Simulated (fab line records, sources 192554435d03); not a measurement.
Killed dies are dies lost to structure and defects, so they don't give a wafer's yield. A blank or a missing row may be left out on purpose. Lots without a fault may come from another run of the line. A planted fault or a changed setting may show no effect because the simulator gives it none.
A struck lot beside a sound one | flow n5_finfet | 14 steps out of a route of 1938
Sound: wafers L171.1, L171.2, L171.4. Struck: wafer L192.1. (L192.2, L192.4 of the same lot were not struck and are left out.) The cause comes at the end.
At each step with rows: each side's tool, then ch and its chambers, then its first start. Under that, the readings that differ: sound wafers | struck wafers | difference of the means | sigmas: that difference in standard deviations of wafers without a fault.
alike: readings whose means differ by less than 2 such deviations, and words and numbers that are the same on both sides. not compared: withheld readings, readings that some wafer has no value for, bounds like >300 that may hide the same value, and numbers for which the record gives no deviation and whose values overlap.
The two part at a step that has a row with sigmas, a row that says differs or no value, or rows on one side only. Numbers that don't overlap but have no deviation are shown without sigmas and don't part them. A reading that every wafer of one side lacks parts them only if that side has two wafers or more.

first, 2 steps without rows for these wafers: N5_BEOL_M15_DESCUM_33 (chemistry O2, time 7.9 s); N5_BEOL_M15_ETCH_61 (etches BARC in N2/H2, target depth 89 nm, overetch 26.7 nm, time 67.9 s).
N5_BEOL_M15_TRENCH_ETCH_34: etches SiO2 in C4F8/O2/Ar, target depth 872.93 nm, time 199 s.
  sound on rie_diel-06 ch 0,2,3, day 11 02:16; struck on rie_diel-01 ch 3, day 17 03:27
  alike: O2_flow_sccm, bias_w, drypump_motor_current_A, he_inner_torr, he_outer_torr, oes_product_au, rf_vpp_V, showerhead_plenum_p_Torr, throttle_valve_pct
  not compared: rf_hours_counter_h
then, 1 step without rows for these wafers: N5_BEOL_M15_STRIP_36 (strips in O2).
N5_BEOL_M15_STRIP_62: strips in O2.
  sound on rie_diel-01 ch 0,1,3; struck on rie_diel-01 ch 0
  alike: drypump_motor_current_A, oes_product_au, rf_vpp_V, showerhead_plenum_p_Torr, throttle_valve_pct
  not compared: rf_hours_counter_h
N5_BEOL_M15_STRIP_37: strips in O2.
  sound on rie_diel-01 ch 0,1,3; struck on rie_diel-01 ch 0
  alike: drypump_motor_current_A, oes_product_au, rf_vpp_V, showerhead_plenum_p_Torr, throttle_valve_pct
  not compared: rf_hours_counter_h
then, 3 steps without rows for these wafers: N5_BEOL_M15_ETCH_38 (etches SiCN in CF4/N2, target depth 106.4 nm, time 120.5 s); N5_BEOL_M15_PRECLEAN_39 (cleans in residue remover, time 60 s); N5_BEOL_M15_SRD_40 (time 30 s, dry time 30 s).
N5_BEOL_M15_DEGAS_41: time 60 s.
  sound on pvd_sputter-03, day 11 06:40; struck on pvd_sputter-02, day 17 05:49
  alike: heater_power_w
then, 1 step without rows for these wafers: N5_BEOL_M15_PRE_CLEAN_42 (time 30 s).
N5_BEOL_M15_SPUTTER_43: material TaN, target thk 15 nm, time 24.19 s.
  sound on pvd_sputter-03, day 11 06:45; struck on pvd_sputter-02, day 17 05:54
  reading                                      | sound          | struck | difference | sigmas
  model.TaN_of_BEOL_M15_SPUTTER_43.thk_nm (nm) | 15.2 15.2 15.4 | 11.4   | -3.9       |
  alike: throttle_valve_pct
N5_BEOL_M15_SPUTTER_44: material Ta, target thk 15 nm, time 24.19 s.
  sound on pvd_sputter-03, day 11 06:50; struck on pvd_sputter-02, day 17 05:59
  alike: throttle_valve_pct
then, 1 step without rows for these wafers: N5_PASSIVATION_PROBE_49.

WHERE THEY PART
Nowhere in this record.

WHY: what the simulator had put in
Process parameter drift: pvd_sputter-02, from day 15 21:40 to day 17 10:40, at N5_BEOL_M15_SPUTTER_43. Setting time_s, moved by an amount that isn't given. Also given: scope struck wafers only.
